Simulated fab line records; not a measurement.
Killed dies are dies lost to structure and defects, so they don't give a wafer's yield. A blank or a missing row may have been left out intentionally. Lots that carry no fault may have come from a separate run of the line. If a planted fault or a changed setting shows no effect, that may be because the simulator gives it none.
Split-lot experiment | flow n5-finfet | 21 wafers read from 7 lots, route of 1938 steps

## ABOUT THE SPLIT
At N5_PASSIVATION_EXPOSE_27 (exposes mask PAD, defocus 0 nm), the setting dose-mj was moved away from the recipe's 32.3 on 8 of the 21 wafers read, by -6.6% to +7.2%. All remaining wafers had this setting at the recipe value.

## FROM THE SPLIT TO THE READING: what the file shows between them, 3 steps
- N5_PASSIVATION_PEB_28
- N5_PASSIVATION_DEVELOP_29: develop time 60 s
- N5_PASSIVATION_HARDBAKE_31: time 120 s

## THE READING
At N5_PASSIVATION_CD_MEAS_30: cd-nm in nanometres, against a target cd of 4000 nm. Fault-free wafers of this fab line usually give 4000.2 nm, standard deviation 1.6 nm.

wafer  | tool, chamber at the split | dose-mj as run | against the recipe | cd-nm, nm | against lot-mates on the recipe
L074.1 | krf-scanner-01, 0          | 33.05          | +2.3%              | 4004.7    | +3.9
L074.4 | krf-scanner-01, 0          | 32.3           | recipe             | 4000.8    | -
L074.5 | krf-scanner-01, 0          | 33.05          | +2.3%              | 4005.7    | +4.9
L080.2 | krf-scanner-01, 0          | 32.3           | recipe             | 3999.0    | -
L080.4 | krf-scanner-01, 0          | 30.35          | -6.0%              | 3986.5    | -12.5
L080.5 | krf-scanner-01, 0          | 30.35          | -6.0%              | 3986.9    | -12.1
L081.2 | krf-scanner-01, 0          | 30.18          | -6.6%              | 3988.4    | -14.3
L081.5 | krf-scanner-01, 0          | 30.18          | -6.6%              | 3989.2    | -13.5
L081.6 | krf-scanner-01, 0          | 32.3           | recipe             | 4002.7    | -
L085.3 | krf-scanner-02, 0          | 32.3           | recipe             | 3999.5    | -
L085.4 | krf-scanner-02, 0          | 32.3           | recipe             | 4001.1    | -
L085.6 | krf-scanner-02, 0          | 32.3           | recipe             | 3998.7    | -
L087.1 | krf-scanner-02, 0          | 32.3           | recipe             | 4000.3    | -
L087.2 | krf-scanner-02, 0          | 32.3           | recipe             | 4001.3    | -
L087.4 | krf-scanner-02, 0          | 32.3           | recipe             | 4000.3    | -
L091.1 | krf-scanner-02, 0          | 33.06          | +2.4%              | 4006.9    | +4.3
L091.2 | krf-scanner-02, 0          | 32.3           | recipe             | 4001.6    | -
L091.6 | krf-scanner-02, 0          | 32.3           | recipe             | 4003.7    | -
L095.2 | krf-scanner-01, 0          | 34.61          | +7.2%              | 4013.2    | +12.9
L095.3 | krf-scanner-01, 0          | 32.3           | recipe             | 3999.9    | -
L095.6 | krf-scanner-01, 0          | 32.3           | recipe             | 4000.7    | -

THE FIT
A straight line over all 21 wafers: cd-nm changes by +1.98 nm for each +1% of dose-mj; r = +0.98; the points scatter about the line by 1.5 nm.
The same after taking each lot's own level away (the mean of its wafers on the recipe; 21 wafers): +1.99 nm for each +1%; r = +0.99; scatter 0.72 nm.
Per that fit: largest dose-mj move, reading shift of 14 nm.
Measured against the standard deviation above, the lots' own levels, which go from 3999.00 to 4002.70 nm, span 2.3 times it.
Consequently the slope shifts little with the lot-to-lot level, the two slopes agreeing.
Check: +14.6 nm against its lot-mates is what the line predicts for one of the wafers moved furthest among these (+7.2%) when that wafer is left out of the fit. It came out at +12.9 nm against them.

## OTHER SPLITS ON THESE WAFERS
Other splits were also applied to these wafers ahead of the reading. Each is held against what the fit with the lots' levels taken away leaves over:
other split on the same wafers         | wafers away from the commonest value | r with cd-nm (lot level and that fit taken away)
N5_BEOL_M13_COAT_65 spin-rpm           | 6                                    | +0.03
N5_BEOL_M14_TRENCH_ETCH_34 time-s      | 7                                    | +0.23
N5_BEOL_M14_SPUTTER_45 power-w         | 6                                    | +0.28
N5_BEOL_M15_COAT_60 spin-rpm           | 6                                    | -0.25
N5_BEOL_M15_ETCH_61 bias-w             | 7                                    | -0.09
N5_MIM_TOP_ETCH_ETCH_00 bias-w         | 6                                    | -0.07
N5_PASSIVATION_SPUTTER_20 target-thk-a | 5                                    | -0.35

## FILE'S OWN FIT
cd-nm changes by +1.96 nm for each +1% of dose-mj, r = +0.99.
